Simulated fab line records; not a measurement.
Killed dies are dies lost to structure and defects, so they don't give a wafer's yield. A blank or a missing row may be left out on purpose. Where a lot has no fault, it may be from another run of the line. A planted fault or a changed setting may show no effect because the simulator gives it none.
Which tool did it? / flow n5Finfet / 24 lots, 72 wafers sampled, at 6 steps of a route of 1938

WHAT THE GAUGES SHOWED, per wafer
N5_BEOL_M13_THK_MEAS_01.
lot=L074; measured=day 10 17:44; on=filmMetro-01; M13_ILD_THK (nm)=824 835 842
lot=L075; measured=day 10 18:17; on=filmMetro-01; M13_ILD_THK (nm)=833 851 843
lot=L076; measured=day 10 22:06; on=filmMetro-01; M13_ILD_THK (nm)=833 837 845
lot=L077; measured=day 11 16:01; on=filmMetro-02; M13_ILD_THK (nm)=833 848 842
lot=L078; measured=day 11 22:59; on=filmMetro-02; M13_ILD_THK (nm)=842 835 855
lot=L079; measured=day 12 06:51; on=filmMetro-02; M13_ILD_THK (nm)=829 849 852
lot=L080; measured=day 12 12:46; on=filmMetro-01; M13_ILD_THK (nm)=832 846 847
lot=L081; measured=day 12 21:13; on=filmMetro-02; M13_ILD_THK (nm)=844 839 857
lot=L082; measured=day 13 02:50; on=filmMetro-01; M13_ILD_THK (nm)=848 844 853
lot=L083; measured=day 13 07:04; on=filmMetro-01; M13_ILD_THK (nm)=834 830 853
lot=L086; measured=day 13 07:49; on=filmMetro-01; M13_ILD_THK (nm)=850 843 854
lot=L084; measured=day 13 12:38; on=filmMetro-02; M13_ILD_THK (nm)=831 824 830
lot=L085; measured=day 13 13:50; on=filmMetro-02; M13_ILD_THK (nm)=840 840 858
lot=L087; measured=day 14 02:38; on=filmMetro-02; M13_ILD_THK (nm)=827 821 834
lot=L088; measured=day 14 11:50; on=filmMetro-01; M13_ILD_THK (nm)=836 829 843
lot=L089; measured=day 14 11:58; on=filmMetro-01; M13_ILD_THK (nm)=835 839 843
lot=L091; measured=day 14 22:20; on=filmMetro-01; M13_ILD_THK (nm)=838 841 837
lot=L092; measured=day 15 01:07; on=filmMetro-01; M13_ILD_THK (nm)=840 848 846
lot=L090; measured=day 15 01:31; on=filmMetro-01; M13_ILD_THK (nm)=838 841 842
lot=L094; measured=day 16 00:14; on=filmMetro-01; M13_ILD_THK (nm)=833 836 848
lot=L096; measured=day 16 06:04; on=filmMetro-02; M13_ILD_THK (nm)=849 850 866
lot=L097; measured=day 16 07:03; on=filmMetro-01; M13_ILD_THK (nm)=829 834 839
lot=L095; measured=day 16 07:37; on=filmMetro-01; M13_ILD_THK (nm)=843 840 846
lot=L093; measured=day 16 08:24; on=filmMetro-01; M13_ILD_THK (nm)=835 848 838

N5_BEOL_M13_RS_MEAS_54: the measuring method here is four-point-probe.
lot=L074; measured=day 10 22:07; on=filmMetro-02; M13_RS (ohm/sq)=0.0451 0.0452 0.0437
lot=L075; measured=day 10 23:00; on=filmMetro-02; M13_RS (ohm/sq)=0.0456 0.0451 0.0441
lot=L076; measured=day 11 04:01; on=filmMetro-01; M13_RS (ohm/sq)=0.0452 0.0446 0.0452
lot=L077; measured=day 11 21:43; on=filmMetro-02; M13_RS (ohm/sq)=0.0444 0.0446 0.0453
lot=L078; measured=day 12 04:19; on=filmMetro-02; M13_RS (ohm/sq)=0.0450 0.0447 0.0449
lot=L079; measured=day 12 12:28; on=filmMetro-01; M13_RS (ohm/sq)=0.0453 0.0449 0.0447
lot=L080; measured=day 12 18:04; on=filmMetro-01; M13_RS (ohm/sq)=0.0454 0.0449 0.0462
lot=L081; measured=day 13 02:55; on=filmMetro-02; M13_RS (ohm/sq)=0.0462 0.0459 0.0451
lot=L082; measured=day 13 08:30; on=filmMetro-02; M13_RS (ohm/sq)=0.0452 0.0447 0.0454
lot=L083; measured=day 13 12:54; on=filmMetro-02; M13_RS (ohm/sq)=0.0448 0.0449 0.0454
lot=L086; measured=day 13 13:52; on=filmMetro-01; M13_RS (ohm/sq)=0.0457 0.0450 0.0455
lot=L084; measured=day 13 19:24; on=filmMetro-01; M13_RS (ohm/sq)=0.0463 0.0450 0.0461
lot=L085; measured=day 13 20:02; on=filmMetro-02; M13_RS (ohm/sq)=0.0454 0.0452 0.0452
lot=L087; measured=day 14 07:02; on=filmMetro-01; M13_RS (ohm/sq)=0.0458 0.0446 0.0450
lot=L088; measured=day 14 18:52; on=filmMetro-01; M13_RS (ohm/sq)=0.0455 0.0444 0.0457
lot=L089; measured=day 14 19:14; on=filmMetro-02; M13_RS (ohm/sq)=0.0448 0.0452 0.0452
lot=L091; measured=day 15 02:12; on=filmMetro-02; M13_RS (ohm/sq)=0.0449 0.0442 0.0455
lot=L092; measured=day 15 05:34; on=filmMetro-01; M13_RS (ohm/sq)=0.0461 0.0467 0.0465
lot=L090; measured=day 15 10:46; on=filmMetro-01; M13_RS (ohm/sq)=0.0444 0.0451 0.0443
lot=L094; measured=day 16 04:27; on=filmMetro-01; M13_RS (ohm/sq)=0.0462 0.0463 0.0461
lot=L096; measured=day 16 11:08; on=filmMetro-02; M13_RS (ohm/sq)=0.0438 0.0452 0.0440
lot=L097; measured=day 16 12:32; on=filmMetro-02; M13_RS (ohm/sq)=0.0468 0.0458 0.0467
lot=L095; measured=day 16 13:50; on=filmMetro-01; M13_RS (ohm/sq)=0.0434 0.0452 0.0440
lot=L093; measured=day 16 13:43; on=filmMetro-01; M13_RS (ohm/sq)=0.0446 0.0464 0.0460

N5_BEOL_M14_THK_MEAS_01.
lot=L074; measured=day 10 22:22; on=filmMetro-02; M14_ILD_THK (nm)=1135 1117 1149
lot=L075; measured=day 10 23:15; on=filmMetro-02; M14_ILD_THK (nm)=1123 1131 1134
lot=L076; measured=day 11 04:16; on=filmMetro-02; M14_ILD_THK (nm)=1121 1111 1139
lot=L077; measured=day 11 21:58; on=filmMetro-02; M14_ILD_THK (nm)=1093 1130 1126
lot=L078; measured=day 12 04:34; on=filmMetro-02; M14_ILD_THK (nm)=1133 1132 1131
lot=L079; measured=day 12 12:47; on=filmMetro-02; M14_ILD_THK (nm)=1098 1096 1100
lot=L080; measured=day 12 18:19; on=filmMetro-02; M14_ILD_THK (nm)=1099 1109 1124
lot=L081; measured=day 13 03:10; on=filmMetro-01; M14_ILD_THK (nm)=1155 1160 1138
lot=L082; measured=day 13 08:46; on=filmMetro-02; M14_ILD_THK (nm)=1131 1135 1141
lot=L083; measured=day 13 13:09; on=filmMetro-02; M14_ILD_THK (nm)=1118 1122 1128
lot=L086; measured=day 13 14:07; on=filmMetro-01; M14_ILD_THK (nm)=1152 1135 1147
lot=L084; measured=day 13 19:39; on=filmMetro-02; M14_ILD_THK (nm)=1128 1140 1128
lot=L085; measured=day 13 20:17; on=filmMetro-02; M14_ILD_THK (nm)=1109 1118 1123
lot=L087; measured=day 14 07:17; on=filmMetro-01; M14_ILD_THK (nm)=1126 1107 1142
lot=L088; measured=day 14 19:08; on=filmMetro-01; M14_ILD_THK (nm)=1126 1126 1131
lot=L089; measured=day 14 19:30; on=filmMetro-02; M14_ILD_THK (nm)=1114 1130 1115
lot=L091; measured=day 15 02:28; on=filmMetro-02; M14_ILD_THK (nm)=1127 1140 1151
lot=L092; measured=day 15 05:50; on=filmMetro-01; M14_ILD_THK (nm)=1127 1147 1132
lot=L090; measured=day 15 11:02; on=filmMetro-01; M14_ILD_THK (nm)=1142 1139 1147
lot=L094; measured=day 16 04:42; on=filmMetro-01; M14_ILD_THK (nm)=1112 1119 1133
lot=L096; measured=day 16 11:23; on=filmMetro-01; M14_ILD_THK (nm)=1096 1126 1140
lot=L097; measured=day 16 12:47; on=filmMetro-01; M14_ILD_THK (nm)=1156 1127 1138
lot=L095; measured=day 16 14:05; on=filmMetro-01; M14_ILD_THK (nm)=1106 1121 1122
lot=L093; measured=day 16 13:58; on=filmMetro-02; M14_ILD_THK (nm)=1130 1144 1143

EACH LOT AND THE TOOL THAT RAN IT (in order: tool; ch and the chambers of the sampled wafers; start)
lot=L074; N5_BEOL_M13_ETCH_67=rieDiel-05 ch 1,2,3, day 10 19:17; N5_BEOL_M13_TRENCH_ETCH_34=rieDiel-05 ch 1,2,3, day 10 19:40; N5_BEOL_M13_SPUTTER_44=pvdSputter-03, day 10 20:28
lot=L075; N5_BEOL_M13_ETCH_67=rieDiel-01 ch 0,2,3, day 10 20:53; N5_BEOL_M13_TRENCH_ETCH_34=rieDiel-01 ch 0,2,3, day 10 21:14; N5_BEOL_M13_SPUTTER_44=pvdSputter-03, day 10 21:55
lot=L076; N5_BEOL_M13_ETCH_67=rieDiel-01 ch 0,1,3, day 10 23:40; N5_BEOL_M13_TRENCH_ETCH_34=rieDiel-01 ch 0,1,3, day 11 00:01; N5_BEOL_M13_SPUTTER_44=pvdSputter-01, day 11 02:33
lot=L077; N5_BEOL_M13_ETCH_67=rieDiel-01 ch 0,1,2, day 11 18:14; N5_BEOL_M13_TRENCH_ETCH_34=rieDiel-01 ch 0,1,2, day 11 18:37; N5_BEOL_M13_SPUTTER_44=pvdSputter-01, day 11 20:37
lot=L078; N5_BEOL_M13_ETCH_67=rieDiel-03 ch 0,1,3, day 12 00:38; N5_BEOL_M13_TRENCH_ETCH_34=rieDiel-03 ch 0,1,3, day 12 00:59; N5_BEOL_M13_SPUTTER_44=pvdSputter-01, day 12 03:14
lot=L079; N5_BEOL_M13_ETCH_67=rieDiel-01 ch 2,3, day 12 08:13; N5_BEOL_M13_TRENCH_ETCH_34=rieDiel-01 ch 2,3, day 12 08:35; N5_BEOL_M13_SPUTTER_44=pvdSputter-03, day 12 11:22
lot=L080; N5_BEOL_M13_ETCH_67=rieDiel-03 ch 0,3, day 12 15:02; N5_BEOL_M13_TRENCH_ETCH_34=rieDiel-03 ch 0,3, day 12 15:24; N5_BEOL_M13_SPUTTER_44=pvdSputter-03, day 12 16:59
lot=L081; N5_BEOL_M13_ETCH_67=rieDiel-03 ch 0,1,3, day 12 22:47; N5_BEOL_M13_TRENCH_ETCH_34=rieDiel-03 ch 0,1,3, day 12 23:09; N5_BEOL_M13_SPUTTER_44=pvdSputter-02, day 13 01:20
lot=L082; N5_BEOL_M13_ETCH_67=rieDiel-03 ch 0,3, day 13 04:26; N5_BEOL_M13_TRENCH_ETCH_34=rieDiel-03 ch 0,3, day 13 04:49; N5_BEOL_M13_SPUTTER_44=pvdSputter-03, day 13 07:25
lot=L083; N5_BEOL_M13_ETCH_67=rieDiel-01 ch 0,2,3, day 13 09:41; N5_BEOL_M13_TRENCH_ETCH_34=rieDiel-01 ch 0,2,3, day 13 10:04; N5_BEOL_M13_SPUTTER_44=pvdSputter-03, day 13 11:49
lot=L086; N5_BEOL_M13_ETCH_67=rieDiel-01 ch 0,2, day 13 10:29; N5_BEOL_M13_TRENCH_ETCH_34=rieDiel-01 ch 0,2, day 13 10:51; N5_BEOL_M13_SPUTTER_44=pvdSputter-03, day 13 12:08
lot=L084; N5_BEOL_M13_ETCH_67=rieDiel-03 ch 0,2,3, day 13 14:56; N5_BEOL_M13_TRENCH_ETCH_34=rieDiel-03 ch 0,2,3, day 13 15:18; N5_BEOL_M13_SPUTTER_44=pvdSputter-01, day 13 18:16
lot=L085; N5_BEOL_M13_ETCH_67=rieDiel-03 ch 0,2,3, day 13 15:29; N5_BEOL_M13_TRENCH_ETCH_34=rieDiel-03 ch 0,2,3, day 13 15:51; N5_BEOL_M13_SPUTTER_44=pvdSputter-01, day 13 18:57
lot=L087; N5_BEOL_M13_ETCH_67=rieDiel-01 ch 0,2,3, day 14 04:15; N5_BEOL_M13_TRENCH_ETCH_34=rieDiel-01 ch 0,2,3, day 14 04:37; N5_BEOL_M13_SPUTTER_44=pvdSputter-03, day 14 05:38
lot=L088; N5_BEOL_M13_ETCH_67=rieDiel-03 ch 0,2,3, day 14 13:30; N5_BEOL_M13_TRENCH_ETCH_34=rieDiel-03 ch 0,2,3, day 14 13:52; N5_BEOL_M13_SPUTTER_44=pvdSputter-03, day 14 17:47
lot=L089; N5_BEOL_M13_ETCH_67=rieDiel-01 ch 2,3, day 14 13:54; N5_BEOL_M13_TRENCH_ETCH_34=rieDiel-01 ch 2,3, day 14 14:16; N5_BEOL_M13_SPUTTER_44=pvdSputter-03, day 14 18:09
lot=L091; N5_BEOL_M13_ETCH_67=rieDiel-05 ch 1,2,3, day 14 23:58; N5_BEOL_M13_TRENCH_ETCH_34=rieDiel-05 ch 1,2,3, day 15 00:20; N5_BEOL_M13_SPUTTER_44=pvdSputter-03, day 15 01:07
lot=L092; N5_BEOL_M13_ETCH_67=rieDiel-03 ch 0,1, day 15 02:52; N5_BEOL_M13_TRENCH_ETCH_34=rieDiel-03 ch 0,1, day 15 03:14; N5_BEOL_M13_SPUTTER_44=pvdSputter-01, day 15 03:59
lot=L090; N5_BEOL_M13_ETCH_67=rieDiel-05 ch 0,3, day 15 03:25; N5_BEOL_M13_TRENCH_ETCH_34=rieDiel-05 ch 0,3, day 15 03:47; N5_BEOL_M13_SPUTTER_44=pvdSputter-01, day 15 09:39
lot=L094; N5_BEOL_M13_ETCH_67=rieDiel-03 ch 1,2, day 16 01:44; N5_BEOL_M13_TRENCH_ETCH_34=rieDiel-03 ch 1,2, day 16 02:05; N5_BEOL_M13_SPUTTER_44=pvdSputter-02, day 16 03:02
lot=L096; N5_BEOL_M13_ETCH_67=rieDiel-05 ch 1,2, day 16 07:41; N5_BEOL_M13_TRENCH_ETCH_34=rieDiel-05 ch 1,2, day 16 08:03; N5_BEOL_M13_SPUTTER_44=pvdSputter-01, day 16 09:32
lot=L097; N5_BEOL_M13_ETCH_67=rieDiel-03 ch 2,3, day 16 08:53; N5_BEOL_M13_TRENCH_ETCH_34=rieDiel-03 ch 2,3, day 16 09:16; N5_BEOL_M13_SPUTTER_44=pvdSputter-03, day 16 11:28
lot=L095; N5_BEOL_M13_ETCH_67=rieDiel-05 ch 0,1,2, day 16 09:25; N5_BEOL_M13_TRENCH_ETCH_34=rieDiel-05 ch 0,1,2, day 16 09:46; N5_BEOL_M13_SPUTTER_44=pvdSputter-03, day 16 11:52
lot=L093; N5_BEOL_M13_ETCH_67=rieDiel-03 ch 1,2, day 16 09:53; N5_BEOL_M13_TRENCH_ETCH_34=rieDiel-03 ch 1,2,3, day 16 10:15; N5_BEOL_M13_SPUTTER_44=pvdSputter-01, day 16 12:05
- N5_BEOL_M13_ETCH_67: etches SiARC in CF4, target depth 143 nm, time 238.3 s.
- N5_BEOL_M13_TRENCH_ETCH_34: etches SiOC in C4F8/O2/Ar, target depth 413.47 nm, time 162.6 s.
- N5_BEOL_M13_SPUTTER_44: material Ta, target thk 10 nm, time 16.13 s.

AS READ BY THE TOOLS THEMSELVES (means over the sampled wafers that have a number; for cases with no such wafer, the mark the record gives instead)
N5_BEOL_M13_ETCH_67.
lot=L074; tool=rieDiel-05; drypumpMotorCurrentA (A)=5.5; etchRfOnTimeS (s)=237; oesProductAu (a.u.)=0.68; rfVppV (V)=184.7; showerheadPlenumPTorr (Torr)=2.16; throttleValvePct (%)=15.69
lot=L075; tool=rieDiel-01; drypumpMotorCurrentA (A)=5.5; etchRfOnTimeS (s)=236; oesProductAu (a.u.)=0.72; rfVppV (V)=184.3; showerheadPlenumPTorr (Torr)=2.14; throttleValvePct (%)=15.41
lot=L076; tool=rieDiel-01; drypumpMotorCurrentA (A)=5.5; etchRfOnTimeS (s)=235; oesProductAu (a.u.)=0.72; rfVppV (V)=184.2; showerheadPlenumPTorr (Torr)=2.16; throttleValvePct (%)=15.48
lot=L077; tool=rieDiel-01; drypumpMotorCurrentA (A)=5.7; etchRfOnTimeS (s)=240; oesProductAu (a.u.)=0.68; rfVppV (V)=184.1; showerheadPlenumPTorr (Torr)=2.13; throttleValvePct (%)=15.52
lot=L078; tool=rieDiel-03; drypumpMotorCurrentA (A)=6.1; etchRfOnTimeS (s)=242; oesProductAu (a.u.)=0.66; rfVppV (V)=184.0; showerheadPlenumPTorr (Torr)=2.15; throttleValvePct (%)=15.50
lot=L079; tool=rieDiel-01; drypumpMotorCurrentA (A)=5.5; etchRfOnTimeS (s)=236; oesProductAu (a.u.)=0.72; rfVppV (V)=183.2; showerheadPlenumPTorr (Torr)=2.11; throttleValvePct (%)=15.35
lot=L080; tool=rieDiel-03; drypumpMotorCurrentA (A)=6.2; etchRfOnTimeS (s)=239; oesProductAu (a.u.)=0.69; rfVppV (V)=185.1; showerheadPlenumPTorr (Torr)=2.13; throttleValvePct (%)=15.44
lot=L081; tool=rieDiel-03; drypumpMotorCurrentA (A)=6.2; etchRfOnTimeS (s)=242; oesProductAu (a.u.)=0.65; rfVppV (V)=184.9; showerheadPlenumPTorr (Torr)=2.15; throttleValvePct (%)=15.52
lot=L082; tool=rieDiel-03; drypumpMotorCurrentA (A)=6.2; etchRfOnTimeS (s)=241; oesProductAu (a.u.)=0.66; rfVppV (V)=183.5; showerheadPlenumPTorr (Torr)=2.09; throttleValvePct (%)=15.47
lot=L083; tool=rieDiel-01; drypumpMotorCurrentA (A)=5.5; etchRfOnTimeS (s)=235; oesProductAu (a.u.)=0.69; rfVppV (V)=183.7; showerheadPlenumPTorr (Torr)=2.13; throttleValvePct (%)=15.45
lot=L086; tool=rieDiel-01; drypumpMotorCurrentA (A)=5.6; etchRfOnTimeS (s)=236; oesProductAu (a.u.)=0.65; rfVppV (V)=184.2; showerheadPlenumPTorr (Torr)=2.11; throttleValvePct (%)=15.56
lot=L084; tool=rieDiel-03; drypumpMotorCurrentA (A)=6.0; etchRfOnTimeS (s)=240; oesProductAu (a.u.)=0.65; rfVppV (V)=183.8; showerheadPlenumPTorr (Torr)=2.12; throttleValvePct (%)=15.51
lot=L085; tool=rieDiel-03; drypumpMotorCurrentA (A)=6.0; etchRfOnTimeS (s)=241; oesProductAu (a.u.)=0.65; rfVppV (V)=183.6; showerheadPlenumPTorr (Torr)=2.12; throttleValvePct (%)=15.53
lot=L087; tool=rieDiel-01; drypumpMotorCurrentA (A)=5.5; etchRfOnTimeS (s)=235; oesProductAu (a.u.)=0.69; rfVppV (V)=184.0; showerheadPlenumPTorr (Torr)=2.13; throttleValvePct (%)=15.46
lot=L088; tool=rieDiel-03; drypumpMotorCurrentA (A)=6.0; etchRfOnTimeS (s)=237; oesProductAu (a.u.)=0.65; rfVppV (V)=184.4; showerheadPlenumPTorr (Torr)=2.11; throttleValvePct (%)=15.53
lot=L089; tool=rieDiel-01; drypumpMotorCurrentA (A)=5.5; etchRfOnTimeS (s)=237; oesProductAu (a.u.)=0.71; rfVppV (V)=183.4; showerheadPlenumPTorr (Torr)=2.10; throttleValvePct (%)=15.37
lot=L091; tool=rieDiel-05; drypumpMotorCurrentA (A)=5.6; etchRfOnTimeS (s)=236; oesProductAu (a.u.)=0.67; rfVppV (V)=184.4; showerheadPlenumPTorr (Torr)=2.15; throttleValvePct (%)=15.73
lot=L092; tool=rieDiel-03; drypumpMotorCurrentA (A)=6.2; etchRfOnTimeS (s)=243; oesProductAu (a.u.)=0.61; rfVppV (V)=183.3; showerheadPlenumPTorr (Torr)=2.16; throttleValvePct (%)=15.62
lot=L090; tool=rieDiel-05; drypumpMotorCurrentA (A)=5.6; etchRfOnTimeS (s)=236; oesProductAu (a.u.)=0.74; rfVppV (V)=182.4; showerheadPlenumPTorr (Torr)=2.11; throttleValvePct (%)=15.75
lot=L094; tool=rieDiel-03; drypumpMotorCurrentA (A)=5.7; etchRfOnTimeS (s)=241; oesProductAu (a.u.)=0.60; rfVppV (V)=184.5; showerheadPlenumPTorr (Torr)=2.16; throttleValvePct (%)=15.69
lot=L096; tool=rieDiel-05; drypumpMotorCurrentA (A)=5.4; etchRfOnTimeS (s)=233; oesProductAu (a.u.)=0.70; rfVppV (V)=183.8; showerheadPlenumPTorr (Torr)=2.16; throttleValvePct (%)=15.37
lot=L097; tool=rieDiel-03; drypumpMotorCurrentA (A)=5.7; etchRfOnTimeS (s)=237; oesProductAu (a.u.)=0.63; rfVppV (V)=184.1; showerheadPlenumPTorr (Torr)=2.14; throttleValvePct (%)=15.62
lot=L095; tool=rieDiel-05; drypumpMotorCurrentA (A)=5.6; etchRfOnTimeS (s)=234; oesProductAu (a.u.)=0.72; rfVppV (V)=184.6; showerheadPlenumPTorr (Torr)=2.14; throttleValvePct (%)=15.54
lot=L093; tool=rieDiel-03; drypumpMotorCurrentA (A)=6.0; etchRfOnTimeS (s)=243; oesProductAu (a.u.)=0.59; rfVppV (V)=184.3; showerheadPlenumPTorr (Torr)=2.18; throttleValvePct (%)=15.70

N5_BEOL_M13_TRENCH_ETCH_34.
lot=L074; tool=rieDiel-05; drypumpMotorCurrentA (A)=5.5; oesProductAu (a.u.)=0.80; rfVppV (V)=666.1; showerheadPlenumPTorr (Torr)=3.44; throttleValvePct (%)=24.29
lot=L075; tool=rieDiel-01; drypumpMotorCurrentA (A)=5.5; oesProductAu (a.u.)=0.84; rfVppV (V)=665.6; showerheadPlenumPTorr (Torr)=3.41; throttleValvePct (%)=23.98
lot=L076; tool=rieDiel-01; drypumpMotorCurrentA (A)=5.5; oesProductAu (a.u.)=0.84; rfVppV (V)=665.9; showerheadPlenumPTorr (Torr)=3.45; throttleValvePct (%)=24.09
lot=L077; tool=rieDiel-01; drypumpMotorCurrentA (A)=5.7; oesProductAu (a.u.)=0.79; rfVppV (V)=665.3; showerheadPlenumPTorr (Torr)=3.39; throttleValvePct (%)=24.08
lot=L078; tool=rieDiel-03; drypumpMotorCurrentA (A)=6.2; oesProductAu (a.u.)=0.79; rfVppV (V)=666.2; showerheadPlenumPTorr (Torr)=3.43; throttleValvePct (%)=24.04
lot=L079; tool=rieDiel-01; drypumpMotorCurrentA (A)=5.5; oesProductAu (a.u.)=0.85; rfVppV (V)=663.5; showerheadPlenumPTorr (Torr)=3.37; throttleValvePct (%)=23.87
lot=L080; tool=rieDiel-03; drypumpMotorCurrentA (A)=6.2; oesProductAu (a.u.)=0.82; rfVppV (V)=664.7; showerheadPlenumPTorr (Torr)=3.40; throttleValvePct (%)=23.99
lot=L081; tool=rieDiel-03; drypumpMotorCurrentA (A)=6.2; oesProductAu (a.u.)=0.77; rfVppV (V)=665.0; showerheadPlenumPTorr (Torr)=3.42; throttleValvePct (%)=24.05
lot=L082; tool=rieDiel-03; drypumpMotorCurrentA (A)=6.2; oesProductAu (a.u.)=0.79; rfVppV (V)=663.7; showerheadPlenumPTorr (Torr)=3.34; throttleValvePct (%)=23.96
lot=L083; tool=rieDiel-01; drypumpMotorCurrentA (A)=5.5; oesProductAu (a.u.)=0.81; rfVppV (V)=665.5; showerheadPlenumPTorr (Torr)=3.39; throttleValvePct (%)=24.01
lot=L086; tool=rieDiel-01; drypumpMotorCurrentA (A)=5.6; oesProductAu (a.u.)=0.75; rfVppV (V)=664.5; showerheadPlenumPTorr (Torr)=3.37; throttleValvePct (%)=24.11
lot=L084; tool=rieDiel-03; drypumpMotorCurrentA (A)=6.0; oesProductAu (a.u.)=0.76; rfVppV (V)=664.7; showerheadPlenumPTorr (Torr)=3.38; throttleValvePct (%)=24.05
lot=L085; tool=rieDiel-03; drypumpMotorCurrentA (A)=6.0; oesProductAu (a.u.)=0.77; rfVppV (V)=664.5; showerheadPlenumPTorr (Torr)=3.38; throttleValvePct (%)=24.05
lot=L087; tool=rieDiel-01; drypumpMotorCurrentA (A)=5.5; oesProductAu (a.u.)=0.80; rfVppV (V)=665.2; showerheadPlenumPTorr (Torr)=3.39; throttleValvePct (%)=24.02
lot=L088; tool=rieDiel-03; drypumpMotorCurrentA (A)=6.0; oesProductAu (a.u.)=0.76; rfVppV (V)=663.6; showerheadPlenumPTorr (Torr)=3.37; throttleValvePct (%)=24.06
lot=L089; tool=rieDiel-01; drypumpMotorCurrentA (A)=5.5; oesProductAu (a.u.)=0.82; rfVppV (V)=664.3; showerheadPlenumPTorr (Torr)=3.36; throttleValvePct (%)=23.89
lot=L091; tool=rieDiel-05; drypumpMotorCurrentA (A)=5.6; oesProductAu (a.u.)=0.78; rfVppV (V)=665.6; showerheadPlenumPTorr (Torr)=3.43; throttleValvePct (%)=24.31
lot=L092; tool=rieDiel-03; drypumpMotorCurrentA (A)=6.2; oesProductAu (a.u.)=0.71; rfVppV (V)=666.8; showerheadPlenumPTorr (Torr)=3.44; throttleValvePct (%)=24.13
lot=L090; tool=rieDiel-05; drypumpMotorCurrentA (A)=5.6; oesProductAu (a.u.)=0.86; rfVppV (V)=664.2; showerheadPlenumPTorr (Torr)=3.37; throttleValvePct (%)=24.39
lot=L094; tool=rieDiel-03; drypumpMotorCurrentA (A)=5.7; oesProductAu (a.u.)=0.69; rfVppV (V)=665.1; showerheadPlenumPTorr (Torr)=3.43; throttleValvePct (%)=24.20
lot=L096; tool=rieDiel-05; drypumpMotorCurrentA (A)=5.4; oesProductAu (a.u.)=0.81; rfVppV (V)=666.2; showerheadPlenumPTorr (Torr)=3.45; throttleValvePct (%)=23.99
lot=L097; tool=rieDiel-03; drypumpMotorCurrentA (A)=5.7; oesProductAu (a.u.)=0.73; rfVppV (V)=665.5; showerheadPlenumPTorr (Torr)=3.41; throttleValvePct (%)=24.15
lot=L095; tool=rieDiel-05; drypumpMotorCurrentA (A)=5.6; oesProductAu (a.u.)=0.84; rfVppV (V)=665.7; showerheadPlenumPTorr (Torr)=3.42; throttleValvePct (%)=24.17
lot=L093; tool=rieDiel-03; drypumpMotorCurrentA (A)=6.0; oesProductAu (a.u.)=0.73; rfVppV (V)=666.7; showerheadPlenumPTorr (Torr)=3.45; throttleValvePct (%)=24.17

N5_BEOL_M13_SPUTTER_44.
lot=L074; tool=pvdSputter-03; chamberPressurePa (Pa)=0.06988; throttleValvePct (%)=29.9
lot=L075; tool=pvdSputter-03; chamberPressurePa (Pa)=0.06994; throttleValvePct (%)=30.0
lot=L076; tool=pvdSputter-01; chamberPressurePa (Pa)=0.06992; throttleValvePct (%)=29.9
lot=L077; tool=pvdSputter-01; chamberPressurePa (Pa)=0.06996; throttleValvePct (%)=29.9
lot=L078; tool=pvdSputter-01; chamberPressurePa (Pa)=0.07009; throttleValvePct (%)=29.8
lot=L079; tool=pvdSputter-03; chamberPressurePa (Pa)=0.07007; throttleValvePct (%)=30.2
lot=L080; tool=pvdSputter-03; chamberPressurePa (Pa)=0.06978; throttleValvePct (%)=30.2
lot=L081; tool=pvdSputter-02; chamberPressurePa (Pa)=0.07003; throttleValvePct (%)=29.7
lot=L082; tool=pvdSputter-03; chamberPressurePa (Pa)=0.07022; throttleValvePct (%)=29.6
lot=L083; tool=pvdSputter-03; chamberPressurePa (Pa)=0.07000; throttleValvePct (%)=30.3
lot=L086; tool=pvdSputter-03; chamberPressurePa (Pa)=0.06999; throttleValvePct (%)=30.1
lot=L084; tool=pvdSputter-01; chamberPressurePa (Pa)=0.07011; throttleValvePct (%)=30.1
lot=L085; tool=pvdSputter-01; chamberPressurePa (Pa)=0.06984; throttleValvePct (%)=30.1
lot=L087; tool=pvdSputter-03; chamberPressurePa (Pa)=0.06997; throttleValvePct (%)=30.3
lot=L088; tool=pvdSputter-03; chamberPressurePa (Pa)=0.07007; throttleValvePct (%)=29.8
lot=L089; tool=pvdSputter-03; chamberPressurePa (Pa)=0.07008; throttleValvePct (%)=30.4
lot=L091; tool=pvdSputter-03; chamberPressurePa (Pa)=0.06998; throttleValvePct (%)=30.1
lot=L092; tool=pvdSputter-01; chamberPressurePa (Pa)=0.07006; throttleValvePct (%)=29.8
lot=L090; tool=pvdSputter-01; chamberPressurePa (Pa)=0.06993; throttleValvePct (%)=29.6
lot=L094; tool=pvdSputter-02; chamberPressurePa (Pa)=0.07012; throttleValvePct (%)=30.0
lot=L096; tool=pvdSputter-01; chamberPressurePa (Pa)=0.06994; throttleValvePct (%)=30.2
lot=L097; tool=pvdSputter-03; chamberPressurePa (Pa)=0.07011; throttleValvePct (%)=30.3
lot=L095; tool=pvdSputter-03; chamberPressurePa (Pa)=0.07002; throttleValvePct (%)=30.1
lot=L093; tool=pvdSputter-01; chamberPressurePa (Pa)=0.06995; throttleValvePct (%)=29.8

THE ANSWER, worked out from the rows above alone
Rule: usual is defined by the lots themselves. Put in order of their means at a reading, lots are off if they are a third of the lots or fewer, leave a main group of 4 or more, and stand apart from it by a gap of 3 or more times the standard deviation of the main group's means; of several such gaps the widest counts. A main group whose means are all the same, to the digits that the tables above print for the reading, isn't used. Also off: a lot with no number at a reading for which 4 or more lots have one. The other lots that the step has rows for count as sound. Order of review: gauges by route order, followed by the tools' own readings, for which a lot's mean as printed above is used. The first step at which some lot is off is used, and at that step the reading that is off furthest; a lot without a number counts as furthest.
No lot is off on any of the readings shown, so nothing can be concluded from this.

WHAT THE SIMULATOR HAD PUT IN
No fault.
